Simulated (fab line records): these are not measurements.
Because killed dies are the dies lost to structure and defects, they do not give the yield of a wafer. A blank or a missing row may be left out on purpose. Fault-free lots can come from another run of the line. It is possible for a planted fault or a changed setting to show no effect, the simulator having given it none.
Matching of chambers :: flow nandHarc :: 4 sister chambers for NHARC_A_STAIRCASE_DESCUM_291 on rieDiel-13
The step chemistry O2, time 3 s. 18 wafers are shown with their chamber, then 9 later ones without.

WAFERS PAIRED WITH THEIR CHAMBERS
wafer: L077.1
chamber: 0
drypumpMotorCurrentA (A): 6.4
showerheadPlenumPTorr (Torr): 1.82
throttleValvePct (%): 11.313

wafer: L077.4
chamber: 3
drypumpMotorCurrentA (A): 5.0
showerheadPlenumPTorr (Torr): 1.99
throttleValvePct (%): 11.296

wafer: L077.5
chamber: 0
drypumpMotorCurrentA (A): 6.4
showerheadPlenumPTorr (Torr): 1.82
throttleValvePct (%): 11.307

wafer: L076.1
chamber: 0
drypumpMotorCurrentA (A): 6.5
showerheadPlenumPTorr (Torr): 1.81
throttleValvePct (%): 11.317

wafer: L076.2
chamber: 2
drypumpMotorCurrentA (A): 5.8
showerheadPlenumPTorr (Torr): 1.82
throttleValvePct (%): 11.319

wafer: L076.3
chamber: 1
drypumpMotorCurrentA (A): 5.3
showerheadPlenumPTorr (Torr): 1.89
throttleValvePct (%): 11.308

wafer: L081.1
chamber: 0
drypumpMotorCurrentA (A): 6.4
showerheadPlenumPTorr (Torr): 1.81
throttleValvePct (%): 11.304

wafer: L081.2
chamber: 3
drypumpMotorCurrentA (A): 5.0
showerheadPlenumPTorr (Torr): 1.98
throttleValvePct (%): 11.313

wafer: L081.5
chamber: 3
drypumpMotorCurrentA (A): 5.0
showerheadPlenumPTorr (Torr): 1.98
throttleValvePct (%): 11.304

wafer: L082.1
chamber: 1
drypumpMotorCurrentA (A): 5.2
showerheadPlenumPTorr (Torr): 1.89
throttleValvePct (%): 11.313

wafer: L082.4
chamber: 0
drypumpMotorCurrentA (A): 6.5
showerheadPlenumPTorr (Torr): 1.81
throttleValvePct (%): 11.321

wafer: L082.6
chamber: 3
drypumpMotorCurrentA (A): 5.0
showerheadPlenumPTorr (Torr): 1.98
throttleValvePct (%): 11.299

wafer: L084.1
chamber: 0
drypumpMotorCurrentA (A): 6.4
showerheadPlenumPTorr (Torr): 1.81
throttleValvePct (%): 11.306

wafer: L084.4
chamber: 2
drypumpMotorCurrentA (A): 5.8
showerheadPlenumPTorr (Torr): 1.81
throttleValvePct (%): 11.328

wafer: L084.5
chamber: 1
drypumpMotorCurrentA (A): 5.2
showerheadPlenumPTorr (Torr): 1.88
throttleValvePct (%): 11.328

wafer: L086.2
chamber: 3
drypumpMotorCurrentA (A): 5.0
showerheadPlenumPTorr (Torr): 1.98
throttleValvePct (%): 11.302

wafer: L086.4
chamber: 1
drypumpMotorCurrentA (A): 5.2
showerheadPlenumPTorr (Torr): 1.88
throttleValvePct (%): 11.315

wafer: L086.5
chamber: 0
drypumpMotorCurrentA (A): 6.4
showerheadPlenumPTorr (Torr): 1.81
throttleValvePct (%): 11.308

SIGNATURES (means of the wafers above)
reading: drypumpMotorCurrentA
chamber 0: 6.429
chamber 1: 5.225
chamber 2: 5.800
chamber 3: 5.000
scatter within a chamber: 0.0394

reading: showerheadPlenumPTorr
chamber 0: 1.8129
chamber 1: 1.8850
chamber 2: 1.8150
chamber 3: 1.9820
scatter within a chamber: 0.00516

reading: throttleValvePct
chamber 0: 11.31086
chamber 1: 11.31600
chamber 2: 11.32350
chamber 3: 11.30280
scatter within a chamber: 0.00689
Rule: for each reading, subtract the chamber's mean from the wafer's reading, divide by that reading's scatter and square the result; add these up over the readings and take the root, which gives the wafer's distance from the chamber. The wafer belongs to the nearest chamber; if the next one is less than 2 further off, it can't be placed. How the scatter is found: for the shown wafers, subtract from each reading the mean of its chamber, square and add these, divide the total by (wafers less chambers), then take the root.

WAFERS MISSING THEIR CHAMBER
wafer: L088.3
drypumpMotorCurrentA (A): 5.0
showerheadPlenumPTorr (Torr): 1.97
throttleValvePct (%): 11.314

wafer: L088.4
drypumpMotorCurrentA (A): 5.2
showerheadPlenumPTorr (Torr): 1.88
throttleValvePct (%): 11.295

wafer: L088.6
drypumpMotorCurrentA (A): 5.7
showerheadPlenumPTorr (Torr): 1.81
throttleValvePct (%): 11.294

wafer: L091.1
drypumpMotorCurrentA (A): 5.0
showerheadPlenumPTorr (Torr): 1.97
throttleValvePct (%): 11.310

wafer: L091.3
drypumpMotorCurrentA (A): 5.7
showerheadPlenumPTorr (Torr): 1.81
throttleValvePct (%): 11.314

wafer: L091.4
drypumpMotorCurrentA (A): 6.4
showerheadPlenumPTorr (Torr): 1.80
throttleValvePct (%): 11.322

wafer: L095.1
drypumpMotorCurrentA (A): 5.8
showerheadPlenumPTorr (Torr): 1.81
throttleValvePct (%): 11.302

wafer: L095.4
drypumpMotorCurrentA (A): 5.2
showerheadPlenumPTorr (Torr): 1.87
throttleValvePct (%): 11.303

wafer: L095.5
drypumpMotorCurrentA (A): 5.8
showerheadPlenumPTorr (Torr): 1.81
throttleValvePct (%): 11.313

CHAMBER TAKEN BY EACH
wafer: L088.3
from the rows above: 3
in truth: 3

wafer: L088.4
from the rows above: 1
in truth: 1

wafer: L088.6
from the rows above: 2
in truth: 2

wafer: L091.1
from the rows above: 3
in truth: 3

wafer: L091.3
from the rows above: 2
in truth: 2

wafer: L091.4
from the rows above: 0
in truth: 0

wafer: L095.1
from the rows above: 2
in truth: 2

wafer: L095.4
from the rows above: 1
in truth: 1

wafer: L095.5
from the rows above: 2
in truth: 2
9 of 9 placed correctly. Can't be placed from these rows: 0. Placed wrongly: 0.
